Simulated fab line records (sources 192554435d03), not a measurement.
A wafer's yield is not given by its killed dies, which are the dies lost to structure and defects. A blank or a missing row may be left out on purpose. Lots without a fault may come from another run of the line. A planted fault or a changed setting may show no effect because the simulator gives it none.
Split-lot experiment | flow n5Finfet | on a route of 1938 steps: 7 lots, 21 wafers read

SPLIT DETAILS
At N5_BEOL_M0_SAQP_COAT_34 (resist thk 30 nm), the setting spinRpm was moved away from the recipe's 1500 rpm on 7 of the 21 wafers read, by -8.6% to +11.2%. All remaining wafers had this setting at the recipe value.

FROM THE SPLIT TO THE READING: what the file shows between them, 4 steps
- N5_BEOL_M0_SAQP_EBR_36
- N5_BEOL_M0_SAQP_SOFTBAKE_35: time 60 s
- N5_BEOL_M0_SAQP_EXPOSE_37: exposes mask M0 CUT1, target cd 30 nm
- N5_BEOL_M0_SAQP_PEB_38: peb time 60 s

THE READING
CAR-EUV_of_BEOL_M0_SAQP_COAT_34.thkNm (the simulator's own value, which no gauge read), in nm, at N5_BEOL_M0_SAQP_DEVELOP_39 (develop time 30 s). There is no usual value for it anywhere in the file. The 14 wafers here that ran the recipe average 29.5 nm, standard deviation 0.12 nm.

wafer  | tool, chamber at the split | spinRpm as run, rpm | against the recipe | CAR-EUV_of_BEOL_M0_SAQP_COAT_34.thkNm, nm | against lot-mates on the recipe
L076.2 | lithoTrack-05, 0           | 1550                | +3.3%              | 29.2                                      | -0.6
L076.6 | lithoTrack-05, 0           | 1550                | +3.3%              | 29.2                                      | -0.6
L076.4 | lithoTrack-05, 0           | 1500                | recipe             | 29.8                                      | -
L078.1 | lithoTrack-04, 0           | 1500                | recipe             | 29.6                                      | -
L078.6 | lithoTrack-04, 0           | 1500                | recipe             | 29.6                                      | -
L078.3 | lithoTrack-04, 0           | 1500                | recipe             | 29.4                                      | -
L079.2 | lithoTrack-04, 0           | 1426                | -4.9%              | 30.2                                      | +0.8
L079.5 | lithoTrack-04, 0           | 1500                | recipe             | 29.4                                      | -
L079.6 | lithoTrack-04, 0           | 1500                | recipe             | 29.4                                      | -
L083.3 | lithoTrack-04, 0           | 1500                | recipe             | 29.4                                      | -
L083.6 | lithoTrack-04, 0           | 1500                | recipe             | 29.4                                      | -
L083.5 | lithoTrack-04, 0           | 1500                | recipe             | 29.6                                      | -
L086.1 | lithoTrack-01, 0           | 1371                | -8.6%              | 31                                        | +1.4
L086.6 | lithoTrack-01, 0           | 1371                | -8.6%              | 31                                        | +1.4
L086.5 | lithoTrack-01, 0           | 1500                | recipe             | 29.6                                      | -
L094.2 | lithoTrack-04, 0           | 1500                | recipe             | 29.6                                      | -
L094.3 | lithoTrack-04, 0           | 1500                | recipe             | 29.4                                      | -
L094.6 | lithoTrack-04, 0           | 1634                | +8.9%              | 28.2                                      | -1.3
L096.2 | lithoTrack-04, 0           | 1500                | recipe             | 29.6                                      | -
L096.5 | lithoTrack-04, 0           | 1500                | recipe             | 29.6                                      | -
L096.6 | lithoTrack-04, 0           | 1668                | +11.2%             | 28.2                                      | -1.4

FIT RESULTS
A straight line over all 21 wafers: CAR-EUV_of_BEOL_M0_SAQP_COAT_34.thkNm changes by -0.145 nm for each +1% of spinRpm; r = -0.98; the points scatter about the line by 0.15 nm.
The same after taking each lot's own level away (the mean of its wafers on the recipe; 21 wafers): -0.149 nm for each +1%; r = -0.99; scatter 0.1 nm.
According to that fit, moving spinRpm by its largest amount changes the reading by 1.7 nm.
Measured against the standard deviation above, the lots' own levels, which go from 29.40 to 29.80 nm, span 3.3 times it.
Hence the lot-to-lot level has little effect on the slope; both slopes agree.
Check: for one of the wafers moved furthest among these (+11.2%), held out of the fit, the line's prediction against its lot-mates is -1.78 nm. It came out at -1.4 nm against them.

ADDITIONAL SPLITS CARRIED BY THESE WAFERS
Before the reading, these wafers also passed through other splits. Each is held against what the fit with the lots' levels taken away leaves over:
other split on the same wafers       | wafers away from the commonest value | r with CAR-EUV_of_BEOL_M0_SAQP_COAT_34.thkNm (lot level and that fit taken away)
N5_ILD0_CMP_03 downForcePsi          | 8                                    | +0.24
N5_ILD0_CMP_12 downForcePsi          | 9                                    | -0.44
N5_GATE_CUT_DESCUM_18 timeS          | 4                                    | +0.15
N5_GATE_CUT_ETCH_37 biasW            | 7                                    | +0.25
N5_GATE_CUT_ALD_22 aldCycles         | 10                                   | +0.18
N5_MOL_CONTACT_COAG_ALD_27 timeS     | 7                                    | -0.20
N5_MOL_CONTACT_COAG_EXPOSE_81 doseMj | 8                                    | +0.38
N5_BEOL_M0_SAQP_PECVD_97 timeS       | 5                                    | -0.03
N5_BEOL_M0_SAQP_COAT_08 spinRpm      | 6                                    | +0.25

THE WHOLE CHAIN: every reading that the file lists as answering this split, in the file's order
step                       | what it does      | reading                                                                                | change (the file's fit)               | r (the file's)
N5_BEOL_M0_SAQP_COAT_34    | resist thk 30 nm  | CAR-EUV_of_BEOL_M0_SAQP_COAT_34.thkNm (the simulator's own value, which no gauge read) | -0.15 nm for each +1% of the setting  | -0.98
N5_BEOL_M0_SAQP_DEVELOP_39 | develop time 30 s | CAR-EUV_of_BEOL_M0_SAQP_COAT_34.thkNm (the simulator's own value, which no gauge read) | -0.144 nm for each +1% of the setting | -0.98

THE FILE'S OWN FIT
CAR-EUV_of_BEOL_M0_SAQP_COAT_34.thkNm changes by -0.144 nm for each +1% of spinRpm, r = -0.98.
